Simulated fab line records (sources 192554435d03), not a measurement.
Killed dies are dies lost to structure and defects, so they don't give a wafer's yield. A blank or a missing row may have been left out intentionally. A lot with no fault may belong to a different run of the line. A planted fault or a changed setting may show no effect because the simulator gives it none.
Chamber matching    flow n5-finfet    3 sister chambers for N5_BEOL_M5_ILD_DEP_00 on pecvd-01
The step deposits SiCOH lowk from DEMS/porogen, target thk 140.64 nm, time 25.9 s. 20 wafers are shown with their chamber, then 10 later ones without.

== WAFERS WITH THEIR CHAMBER ==
wafer   chamber  throttle-valve-pct (%)  showerhead-vpp-V (V)  heater-power-w (W)
L077.1  2        12.3                    1363                  296
L077.4  2        12.6                    1365                  304
L077.5  1        14.9                    1376                  225
L079.2  0        12.8                    1267                  320
L079.3  1        14.7                    1379                  239
L079.6  0        12.9                    1264                  325
L081.1  0        13.0                    1258                  295
L081.3  2        12.3                    1376                  288
L081.6  2        12.5                    1380                  289
L083.1  0        13.2                    1258                  304
L083.2  2        12.2                    1365                  306
L083.3  1        14.8                    1356                  231
L082.1  0        13.0                    1240                  317
L082.4  2        12.3                    1363                  308
L082.5  1        14.6                    1395                  264
L086.1  1        14.9                    1360                  241
L086.3  0        13.3                    1279                  323
L086.4  0        12.9                    1273                  327
L087.1  0        13.3                    1257                  322
L087.2  1        14.8                    1388                  216

SIGNATURES (averages over the wafers above)
reading             chamber 0  chamber 1  chamber 2  scatter within a chamber
throttle-valve-pct  13.050     14.783     12.367     0.161
showerhead-vpp-V    1262.00    1375.67    1368.67    11.9
heater-power-w      316.62     236.00     298.50     12.4
Rule: a wafer's distance from a chamber is the root of the sum, over the readings, of the square of ((its reading less the chamber's mean) divided by the reading's scatter). The wafer belongs to the nearest chamber; if the next one is less than 2 further off, it can't be placed. The scatter: the root of (the sum of the squares of (reading less its chamber's mean) over the shown wafers, divided by (wafers less chambers)).

== WAFERS WITHOUT THEIR CHAMBER ==
wafer   throttle-valve-pct (%)  showerhead-vpp-V (V)  heater-power-w (W)
L087.5  12.4                    1361                  248
L088.3  14.9                    1350                  273
L088.4  13.2                    1279                  287
L088.5  15.0                    1378                  261
L090.2  14.7                    1353                  254
L090.5  14.9                    1382                  259
L090.6  12.4                    1352                  281
L093.3  13.4                    1275                  277
L093.4  11.9                    1374                  299
L093.6  14.8                    1385                  251

== EACH ONE'S CHAMBER ==
wafer   from the rows above  in truth
L087.5  2                    2
L088.3  1                    1
L088.4  0                    0
L088.5  1                    1
L090.2  1                    1
L090.5  1                    1
L090.6  2                    2
L093.3  0                    0
L093.4  2                    2
L093.6  1                    1
Correct placement for 10 of the 10. Left unplaced by these rows: 0. Placed wrongly: 0.
